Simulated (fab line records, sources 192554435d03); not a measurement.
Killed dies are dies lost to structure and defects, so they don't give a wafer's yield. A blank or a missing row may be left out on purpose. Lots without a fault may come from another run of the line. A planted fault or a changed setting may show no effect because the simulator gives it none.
A struck lot beside a sound one | flow n5_finfet | 16 steps out of a route of 1938
Sound: wafers L751.1, L751.2, L751.3. Struck: wafers L756.2, L756.4. (L756.3 of the same lot was not struck and is left out.) The cause comes at the end.
At each step with rows: each side's tool, then ch and its chambers, then its first start. Under that, the readings that differ: sound wafers | struck wafers | difference of the means | sigmas: that difference in standard deviations of wafers without a fault.
alike: readings whose means differ by less than 2 such deviations, and words and numbers that are the same on both sides. not compared: withheld readings, readings that some wafer has no value for, bounds like >300 that may hide the same value, and numbers for which the record gives no deviation and whose values overlap.
The two part at a step that has a row with sigmas, a row that says differs or no value, or rows on one side only. Numbers that don't overlap but have no deviation are shown without sigmas and don't part them. A reading that every wafer of one side lacks parts them only if that side has two wafers or more.

first, 1 step without rows for these wafers: N5_BEOL_M1_SPUTTER_90 (material Cu, target thk 4.5 nm, time 8.29 s).
N5_BEOL_M1_ANNEAL_91: time 240 s.
  sound on pvd_sputter-01, day 8 16:42; struck on pvd_sputter-01, day 9 23:15
  alike: heater_power_w
then, 1 step without rows for these wafers: N5_BEOL_M1_SPUTTER_92 (material Cu, target thk 4.5 nm, time 8.29 s).
N5_BEOL_M1_ANNEAL_93: time 240 s.
  sound on pvd_sputter-01, day 8 16:55; struck on pvd_sputter-01, day 9 23:28
  alike: heater_power_w
N5_BEOL_M1_SPUTTER_94: material Cu, target thk 4.5 nm, time 8.29 s.
  sound on pvd_sputter-01, day 8 17:04; struck on pvd_sputter-01, day 9 23:37
  alike: chamber_pressure_pa, chuck_sensor_temp_C, throttle_valve_pct
N5_BEOL_M1_ANNEAL_95: time 240 s.
  sound on pvd_sputter-01, day 8 17:08; struck on pvd_sputter-01, day 9 23:41
  alike: heater_power_w
then, 2 steps without rows for these wafers: N5_BEOL_M1_SPUTTER_96 (material Cu, target thk 4.5 nm, time 8.29 s); N5_BEOL_M1_ECD_50 (material Cu, target thk 300 nm).
N5_BEOL_M1_ANNEAL_51: time 90 s.
  sound on rtp_anneal-01 ch 0, day 8 17:45; struck on rtp_anneal-02 ch 0, day 10 00:04
  alike: anneal_temp_c, anneal_temp_c_max, wafer_temp_C_max
then, 1 step without rows for these wafers: N5_BEOL_M1_CMP_52 (polishes, stops on SiOC, t overpolish 6.8 s, target thk 40 nm).
N5_BEOL_M1_THK_MEAS_53: measures by xrf.
  sound on film_metro-01, day 8 18:22; struck on film_metro-01, day 10 00:37
  alike: M1_THK
then, 1 step without rows for these wafers: N5_BEOL_M1_PRE_CLEAN_60 (time 15 s).
N5_BEOL_M1_CO_CAP_55: material Co, precursor CCTBA/H2, target thk 2 nm, time 102.1 s.
  sound on cvd_co-01 ch 0,1,2, day 8 18:27; struck on cvd_co-02 ch 0,1, day 10 00:41
  reading                                   | sound             | struck      | difference | sigmas
  run_length_s (s)                          | 124.5 125.3 124.7 | 179.1 178.4 | +53.9      | +99 or more
  model.Co_of_BEOL_M1_CO_CAP_55.thk_nm (nm) | 2.2 2 2.2         | 2.8 2.8     | +0.7       |
  alike: heater_power_outer_w, heater_power_w
  not compared: since_wet_clean_h
then, 1 step without rows for these wafers: N5_BEOL_M1_PRE_CLEAN_56 (time 15 s).
N5_BEOL_M4_RC_MEAS_101:
  sound on prober-02 ch 0, day 10 05:59; struck on prober-02 ch 0, day 11 09:50
  reading       | sound          | struck    | difference | sigmas
  DIBL_N (mV/V) | 37.3 36.7 42.4 | 36.3 31.3 | -5.0       | -2
  alike: DIBL_P, IOFF_N, IOFF_P, ION_N, ION_P, SS_N, SS_P, VT_N, VT_P
-- the record jumps here: 5 days lie between the struck wafers' starts before and after (it left off in module BEOL_M4 and takes up again in module PASSIVATION, whose first step shown is number 1936 of the route) --
N5_PASSIVATION_PROBE_49:
  the record has rows for the struck wafers here (prober-01, day 16 02:22) and none for the sound ones

WHERE THEY PART
First at N5_BEOL_M1_CO_CAP_55; last, within this record, at N5_PASSIVATION_PROBE_49.

WHY: what the simulator had put in
Process parameter drift: cvd_co-02, from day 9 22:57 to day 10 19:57, at N5_BEOL_M1_CO_CAP_55. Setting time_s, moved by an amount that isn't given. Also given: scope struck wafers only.
